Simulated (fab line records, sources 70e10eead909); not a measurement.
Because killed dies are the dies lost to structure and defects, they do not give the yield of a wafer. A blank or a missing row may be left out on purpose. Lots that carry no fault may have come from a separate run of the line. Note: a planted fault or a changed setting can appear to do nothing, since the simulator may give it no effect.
A struck lot beside a sound one | flow nandHarc | 36 out of 1302 route steps
Sound: the wafers L613.1, L613.3, L613.6. Struck: wafer L626.3 (left out: L626.2, L626.6 of the same lot, which were not struck); the cause appears at the end.
At each step with rows: each side's tool, then ch and its chambers, then its first start. Under that, the readings that differ: sound wafers | struck wafers | difference of the means | sigmas: that difference in standard deviations of wafers without a fault.
alike: a reading whose means differ by less than 2 such deviations, as well as words and numbers matching on both sides. not compared: withheld readings; readings where some wafer has no value; bounds like >300 that might hide an equal value; numbers whose values overlap and for which the record gives no deviation.
The two part at a step that has a row with sigmas, a row that says differs or no value, or rows on one side only. Non-overlapping numbers with no deviation appear without sigmas and do not part them. A reading missing from all wafers of one side parts the sides only when that side holds two or more wafers.

NHARC_P_START_INSPECT_01:
  struck on defectInspect-01, day 7 16:02; sound on defectInspect-02, day 2 06:02
  alike: rawDefectCount
then, 2 steps without rows for these wafers: NHARC_P_ZERO_WELL_PRECLEAN_00 (cleans in SPM, time 600 s); NHARC_P_ZERO_WELL_SRD_01.
NHARC_P_ZERO_WELL_PECVD_02: deposits SiO2, target thk 10 nm.
  sound on pecvd-02 ch 0,1,2, day 2 06:29; struck on pecvd-03 ch 0,1, day 7 16:27
then, 9 steps without rows for these wafers: NHARC_P_ZERO_WELL_DEHYDRATE_03 (time 120 s); NHARC_P_ZERO_WELL_HMDS_04 (time 30 s); NHARC_P_ZERO_WELL_COAT_64 (time 65 s); NHARC_P_ZERO_WELL_COAT_05 (resist thk 600 nm); NHARC_P_ZERO_WELL_SOFTBAKE_06 (time 70 s); NHARC_P_ZERO_WELL_EBR_07; NHARC_P_ZERO_WELL_EXPOSE_08 (exposes mask P ZERO, target cd 500 nm); NHARC_P_ZERO_WELL_PEB_09 (peb time 80 s); NHARC_P_ZERO_WELL_DEVELOP_10 (time 50 s).
NHARC_P_ZERO_WELL_CD_MEAS_11 targets a cd of 500 nm.
  sound on cdSem-01 ch 0, day 2 07:14; struck on cdSem-03 ch 0, day 7 17:14
  alike: cdNm
then, 1 step without rows for these wafers: NHARC_P_ZERO_WELL_HARDBAKE_12 (time 65 s).
NHARC_P_ZERO_WELL_DESCUM_13: chemistry O2, time 3 s.
  sound on rieDiel-07 ch 1,2,3, day 2 07:23; struck on rieDiel-08 ch 3, day 7 17:25
reading                      | sound          | struck | difference | sigmas
rfVppV (V)                   | 57.8 59.1 58.4 | 55.4   | -3.0       | -4
showerheadPlenumPTorr (Torr) | 1.93 2.03 2.02 | 1.77   | -0.22      | -2
  alike: drypumpMotorCurrentA, oesProductAu, throttleValvePct
  not compared: rfHoursCounterH
NHARC_P_ZERO_WELL_ETCH_65: etches the open film in N2/H2, target depth 80 nm, overetch 24 nm, time 87.88 s.
  sound on rieDiel-07 ch 1,2, day 2 07:29; struck on rieDiel-08 ch 3, day 7 17:30
reading                      | sound             | struck | difference | sigmas
oesProductAu (a.u.)          | 0.972 0.981 0.978 | 1.023  | +0.046     | +5
rfVppV (V)                   | 434.1 430.8 434.4 | 425.2  | -7.9       | -3
showerheadPlenumPTorr (Torr) | 2.17 2.05 2.17    | 1.88   | -0.25      | -2
  alike: biasW, drypumpMotorCurrentA, throttleValvePct
  not compared: rfHoursCounterH
NHARC_P_ZERO_WELL_ETCH_62: etches the open film in CHF3/Ar, target depth 13 nm, time 6.5 s.
  sound: rieDiel-07 ch 0,2; struck: rieDiel-08 ch 2
reading             | sound             | struck | difference | sigmas
biasW (W)           | 200.5 199.9 200.8 | 199.2  | -1.2       | -2
oesProductAu (a.u.) | 0.890 0.940 0.938 | 0.976  | +0.053     | +3
  alike: drypumpMotorCurrentA, rfVppV, showerheadPlenumPTorr, throttleValvePct
  not compared: rfHoursCounterH
NHARC_P_ZERO_WELL_ETCH_63: etches the open film in HBr/Cl2, target depth 120 nm, time 40.1 s.
  sound on rieSi-02 ch 2,3, day 2 07:41; struck on rieSi-01 ch 2, day 7 17:42
  alike: biasW, drypumpMotorCurrentA, oesProductAu, throttleValvePct
  not compared: rfHoursCounterH
then, 9 steps without rows for these wafers: NHARC_P_ZERO_WELL_STRIP_15 (strips in SPM, time 900 s); NHARC_P_ZERO_WELL_DEHYDRATE_16 (time 120 s); NHARC_P_ZERO_WELL_HMDS_17 (time 30 s); NHARC_P_ZERO_WELL_COAT_18; NHARC_P_ZERO_WELL_SOFTBAKE_19 (time 95 s); NHARC_P_ZERO_WELL_EBR_20; NHARC_P_ZERO_WELL_EXPOSE_21 (exposes mask P NWELL, target cd 720 nm); NHARC_P_ZERO_WELL_PEB_22 (peb time 85 s); NHARC_P_ZERO_WELL_DEVELOP_23 (time 70 s).
NHARC_P_ZERO_WELL_CD_MEAS_24 targets a cd of 720 nm.
  sound on cdSem-01 ch 0, day 2 08:37; struck on cdSem-01 ch 0, day 7 18:29
  alike: cdNm
then, 1 step without rows for these wafers: NHARC_P_ZERO_WELL_HARDBAKE_25 (time 80 s).
NHARC_P_ZERO_WELL_DESCUM_26: chemistry O2, time 3 s.
  sound on rieDiel-08 ch 1,2,3, day 2 08:47; struck on rieDiel-04 ch 0, day 7 18:40
  alike: drypumpMotorCurrentA, oesProductAu, rfVppV, showerheadPlenumPTorr, throttleValvePct
  not compared: rfHoursCounterH
then, 2 steps without rows for these wafers: NHARC_P_ZERO_WELL_IMPLANT_27; NHARC_P_ZERO_WELL_IMPLANT_57.
NHARC_P_ZERO_WELL_INSPECT_43:
  struck on defectInspect-02, day 7 23:26; sound on defectInspect-01, day 2 13:43
reading        | sound    | struck | difference | sigmas
rawDefectCount | 13 15 12 | 62     | +49        | +8
NHARC_P_STI_INSPECT_11:
  struck on defectInspect-02, day 8 15:14; sound on defectInspect-02, day 3 03:47
reading        | sound | struck | difference | sigmas
rawDefectCount | 2 6 4 | 55     | +51        | +16
-- record jumps: 22 days between struck wafers' starts before vs after; left off in module P_STI, resumes in module END, first step shown is number 1302 of the route --
NHARC_END_SORT_01:
  only the struck wafers appear in the record here, on prober-01 ch 0 at day 30 20:04; the sound ones have no rows

WHERE THEY PART
Earliest at NHARC_P_ZERO_WELL_DESCUM_13; latest, in this record, at NHARC_END_SORT_01.

WHY: whatever the simulator had introduced
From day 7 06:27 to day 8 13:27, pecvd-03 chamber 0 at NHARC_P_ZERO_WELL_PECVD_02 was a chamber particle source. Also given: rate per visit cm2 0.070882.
